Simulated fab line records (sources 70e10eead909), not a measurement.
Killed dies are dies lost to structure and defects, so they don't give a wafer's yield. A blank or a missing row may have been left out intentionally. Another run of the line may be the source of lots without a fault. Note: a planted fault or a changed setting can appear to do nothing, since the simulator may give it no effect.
Which of the tools did it? + flow nandHarc + 12 lots, 36 wafers sampled, at 6 steps of a route of 1159

== WHAT EACH GAUGE READ, for each wafer ==
NHARC_P_BONDPAD_CD_MEAS_09: target cd 500 nm.
| lot  | measured     | on       | cdNm (nm)         |
|------|--------------|----------|-------------------|
| L076 | day 6 19:18  | cdSem-02 | 500.3 499.9 500.1 |
| L077 | day 7 05:36  | cdSem-02 | 499.7 501.6 500.8 |
| L079 | day 7 13:29  | cdSem-02 | 500.5 501.3 500.0 |
| L081 | day 8 04:18  | cdSem-01 | 501.4 503.8 501.8 |
| L082 | day 8 16:10  | cdSem-02 | 501.8 501.2 501.6 |
| L085 | day 9 13:19  | cdSem-02 | 500.5 502.0 501.5 |
| L087 | day 9 20:17  | cdSem-03 | 501.6 499.0 499.4 |
| L090 | day 10 08:34 | cdSem-02 | 499.2 501.2 500.5 |
| L091 | day 10 09:20 | cdSem-01 | 498.4 498.6 498.0 |
| L093 | day 10 19:41 | cdSem-02 | 497.4 498.8 498.5 |
| L095 | day 11 15:44 | cdSem-03 | 498.0 498.6 500.5 |
| L096 | day 11 17:05 | cdSem-01 | 499.5 499.3 501.0 |

== WHICH TOOL RAN EACH LOT (tool, then ch and the chambers of the sampled wafers, then the start) ==
| lot  | NHARC_P_CONTACT_ETCH_35           | NHARC_P_M0_ETCH_34                | NHARC_P_M0_PVD_20                      | NHARC_P_M1_ETCH_28                           | NHARC_P_M2_PVD_20                      |
|------|-----------------------------------|-----------------------------------|----------------------------------------|----------------------------------------------|----------------------------------------|
| L076 | rieDiel-09 ch 0,1,2, day 5 22:37  | rieDiel-11 ch 0,1,3, day 6 06:40  | pvdSputter-02, day 6 19:18 or earlier  | rieDiel-10 ch 1,2,3, day 6 19:18 or earlier  | pvdSputter-03, day 6 19:18 or earlier  |
| L077 | rieDiel-06 ch 1,2,3, day 6 12:33  | rieDiel-02 ch 0,1, day 6 16:34    | pvdSputter-01, day 7 05:36 or earlier  | rieDiel-12 ch 0,1,2, day 7 05:36 or earlier  | pvdSputter-01, day 7 05:36 or earlier  |
| L079 | rieDiel-08 ch 1,2,3, day 6 20:37  | rieDiel-07 ch 0,2,3, day 7 00:49  | pvdSputter-01, day 7 13:29 or earlier  | rieDiel-12 ch 0,1,2, day 7 13:29 or earlier  | pvdSputter-03, day 7 13:29 or earlier  |
| L081 | rieDiel-06 ch 1,2,3, day 7 10:53  | rieDiel-07 ch 0,1,2, day 7 15:33  | pvdSputter-02, day 8 04:18 or earlier  | rieDiel-12 ch 0,2,3, day 8 04:18 or earlier  | pvdSputter-03, day 8 04:18 or earlier  |
| L082 | rieDiel-06 ch 0,3, day 7 19:41    | rieDiel-02 ch 1,2, day 8 03:08    | pvdSputter-01, day 8 16:10 or earlier  | rieDiel-12 ch 0,2, day 8 16:10 or earlier    | pvdSputter-03, day 8 16:10 or earlier  |
| L085 | rieDiel-09 ch 1,3, day 8 18:13    | rieDiel-02 ch 0,1, day 9 00:52    | pvdSputter-03, day 9 13:19 or earlier  | rieDiel-03 ch 0,1,3, day 9 13:19 or earlier  | pvdSputter-01, day 9 13:19 or earlier  |
| L087 | rieDiel-09 ch 0,1,2, day 9 00:56  | rieDiel-11 ch 1,3, day 9 06:52    | pvdSputter-03, day 9 20:17 or earlier  | rieDiel-03 ch 0,1, day 9 20:17 or earlier    | pvdSputter-03, day 9 20:17 or earlier  |
| L090 | rieDiel-06 ch 0,3, day 9 14:45    | rieDiel-11 ch 1,2, day 9 20:06    | pvdSputter-02, day 10 08:34 or earlier | rieDiel-12 ch 0,3, day 10 08:34 or earlier   | pvdSputter-03, day 10 08:34 or earlier |
| L091 | rieDiel-06 ch 2,3, day 9 15:41    | rieDiel-02 ch 0,2,3, day 9 20:35  | pvdSputter-02, day 10 09:20 or earlier | rieDiel-12 ch 0,3, day 10 09:20 or earlier   | pvdSputter-01, day 10 09:20 or earlier |
| L093 | rieDiel-09 ch 1,2,3, day 10 02:51 | rieDiel-07 ch 0,1,3, day 10 06:53 | pvdSputter-01, day 10 19:41 or earlier | rieDiel-10 ch 1,2,3, day 10 19:41 or earlier | pvdSputter-03, day 10 19:41 or earlier |
| L095 | rieDiel-06 ch 1,2,3, day 10 21:58 | rieDiel-07 ch 1,2,3, day 11 02:41 | pvdSputter-02, day 11 15:44 or earlier | rieDiel-03 ch 0,1,3, day 11 15:44 or earlier | pvdSputter-01, day 11 15:44 or earlier |
| L096 | rieDiel-09 ch 0,1, day 10 23:25   | rieDiel-11 ch 2,3, day 11 04:13   | pvdSputter-01, day 11 17:05 or earlier | rieDiel-12 ch 0,1,3, day 11 17:05 or earlier | pvdSputter-03, day 11 17:05 or earlier |
- NHARC_P_CONTACT_ETCH_35: etches the open film in CF4, target depth 39 nm, time 65 s.
- NHARC_P_M0_ETCH_34: etches the open film in N2/H2, target depth 40 nm, overetch 12 nm, time 43.94 s.
- NHARC_P_M0_PVD_20: deposits TaN, target thk 5 nm, time 8.06 s.
- NHARC_P_M1_ETCH_28: etches the open film in CF4/N2, target depth 30 nm, time 72.99 s.
- NHARC_P_M2_PVD_20: deposits TaN, target thk 5 nm, time 8.06 s.

== THE ANSWER, worked out from the rows above alone ==
Rule: what is usual is taken from the lots themselves. Put in order of their means at a reading, lots are off if they are a third of the lots or fewer, leave a main group of 4 or more, and stand apart from it by a gap of 3 or more times the standard deviation of the main group's means; of several such gaps the widest counts. A main group whose means are all the same, to the digits that the tables above print for the reading, isn't used. A lot without any number at a reading at which 4 lots or more have one is off too. Any other lot the step has rows for is counted as sound.
None of the lots is off at any reading shown; this tells nothing.

== WHAT HAD BEEN PUT IN BY THE SIMULATOR ==
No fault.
